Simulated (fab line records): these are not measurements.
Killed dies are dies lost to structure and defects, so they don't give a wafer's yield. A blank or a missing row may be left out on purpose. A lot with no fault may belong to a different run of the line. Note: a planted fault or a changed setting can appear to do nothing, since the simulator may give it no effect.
A lot that was struck, set against a sound lot -- flow nand_harc -- 32 steps out of a route of 1302
Sound: these wafers, L527.2, L527.3, L527.6. Struck: wafer L517.6 (left out: L517.1, L517.5 of the same lot, which were not struck); the cause appears at the end.
For every step that has rows: the tool of each side, followed by ch and its chambers, followed by its first start. Under that, the readings that differ: sound wafers -- struck wafers -- difference of the means -- sigmas: that difference in standard deviations of wafers without a fault.
alike: words and numbers the same on both sides, and readings whose means are apart by under 2 such deviations; not compared: readings that were withheld, readings missing a value for some wafer, numbers with overlapping values and no deviation given by the record, and bounds like >300 which may hide the same value.
A row with sigmas, a row that says differs or no value, or rows on one side alone: a step with any of these is where the two part. When numbers do not overlap yet have no deviation, they are printed without sigmas and do not part them. A reading missing from all wafers of one side parts the sides only when that side holds two or more wafers.

first, 5 steps without rows for these wafers: NHARC_A_ONON_D1_DEP_22 (target thk 1000 nm); NHARC_A_ONON_D1_DEP_25 (target thk 1000 nm); NHARC_A_ONON_D1_DEP_28 (target thk 1000 nm); NHARC_A_ONON_D1_DEP_33 (deposits SiO2, target thk 200 nm); NHARC_A_CHANNEL_HOLE_D1_DEP_00 (deposits aC, target thk 3100 nm).
NHARC_A_CHANNEL_HOLE_D1_DEP_01: deposits SiON, target thk 140 nm.
  sound on pecvd-03 ch 1,2, day 17 06:40; struck on pecvd-03 ch 2, day 12 12:28
  alike: heater_power_w
then, 25 steps without rows for these wafers: NHARC_A_CHANNEL_HOLE_D1_DEHYDRATE_02 (time 120 s); NHARC_A_CHANNEL_HOLE_D1_HMDS_03 (time 30 s); NHARC_A_CHANNEL_HOLE_D1_COAT_36 (time 75 s); NHARC_A_CHANNEL_HOLE_D1_COAT_37 (time 65 s); NHARC_A_CHANNEL_HOLE_D1_COAT_04 (resist thk 90 nm); NHARC_A_CHANNEL_HOLE_D1_SOFTBAKE_05 (time 55 s); NHARC_A_CHANNEL_HOLE_D1_EBR_06; NHARC_A_CHANNEL_HOLE_D1_EXPOSE_07 (exposes mask HOLE D1, target cd 100 nm); NHARC_A_CHANNEL_HOLE_D1_PEB_08 (peb time 65 s); NHARC_A_CHANNEL_HOLE_D1_DEVELOP_09 (develop time 35 s); NHARC_A_CHANNEL_HOLE_D1_DESCUM_15 (chemistry O2, time 3 s); NHARC_A_CHANNEL_HOLE_D1_ETCH_38 (etches the open film in CF4, target depth 39 nm, time 65 s); NHARC_A_CHANNEL_HOLE_D1_ETCH_39 (etches the open film in N2/H2, target depth 260 nm, time 325 s); NHARC_A_CHANNEL_HOLE_D1_ETCH_34 (etches the open film in CF4/CHF3, target depth 154 nm, time 77 s); NHARC_A_CHANNEL_HOLE_D1_ETCH_16 (etches the open film in O2/COS, target depth 3100 nm, time 806 s); NHARC_A_CHANNEL_HOLE_D1_ETCH_19 (etches the open film in C4F8/O2/Ar, time 34.5 s); NHARC_A_CHANNEL_HOLE_D1_ETCH_20 (etches the open film in C4F8/O2/Ar, time 361.9 s, target depth 1600 nm); NHARC_A_CHANNEL_HOLE_D1_ETCH_21 (etches the open film in C4F8/O2/Ar, time 514.3 s, target depth 1600 nm); NHARC_A_CHANNEL_HOLE_D1_ETCH_22 (etches the open film in C4F8/O2/Ar, time 666.7 s, target depth 1600 nm); NHARC_A_CHANNEL_HOLE_D1_ETCH_23 (etches the open film in C4F8/O2/Ar, time 819 s, target depth 1600 nm); NHARC_A_CHANNEL_HOLE_D1_ETCH_24 (etches the open film in C4F8/O2/Ar, time 906.2 s, target depth 1500 nm); NHARC_A_CHANNEL_HOLE_D1_ETCH_25 (etches the open film in C4F8/O2/Ar, time 1040.2 s, target depth 1500 nm); NHARC_A_CHANNEL_HOLE_D1_ETCH_26 (etches the open film in C4F8/O2/Ar, time 224.1 s, target depth 300 nm); NHARC_A_CHANNEL_HOLE_D1_ETCH_33 (etches the open film in C4F8/O2/Ar, time 90 s, target depth 400 nm); NHARC_A_CHANNEL_HOLE_D1_STRIP_41 (strips in N2/H2).
-- the record jumps here: 16 days lie between the struck wafers' starts before and after (it left off in module A_CHANNEL_HOLE_D1 and takes up again in module END, whose first step shown is number 1302 of the route) --
NHARC_END_SORT_01:
  sound on prober-02 ch 0, day 33 10:11; struck on prober-01 ch 0, day 28 19:22
reading,sound,struck,difference,sigmas
killed_at_array,50,670,+620,+30
killed_dies,56,673,+617,+29
killed_short,6,2,-4,-3
  alike: killed_at_other, killed_at_periphery, killed_open

WHERE THEY PART
Within this record, at NHARC_END_SORT_01 only.

WHY: the cause the simulator had injected
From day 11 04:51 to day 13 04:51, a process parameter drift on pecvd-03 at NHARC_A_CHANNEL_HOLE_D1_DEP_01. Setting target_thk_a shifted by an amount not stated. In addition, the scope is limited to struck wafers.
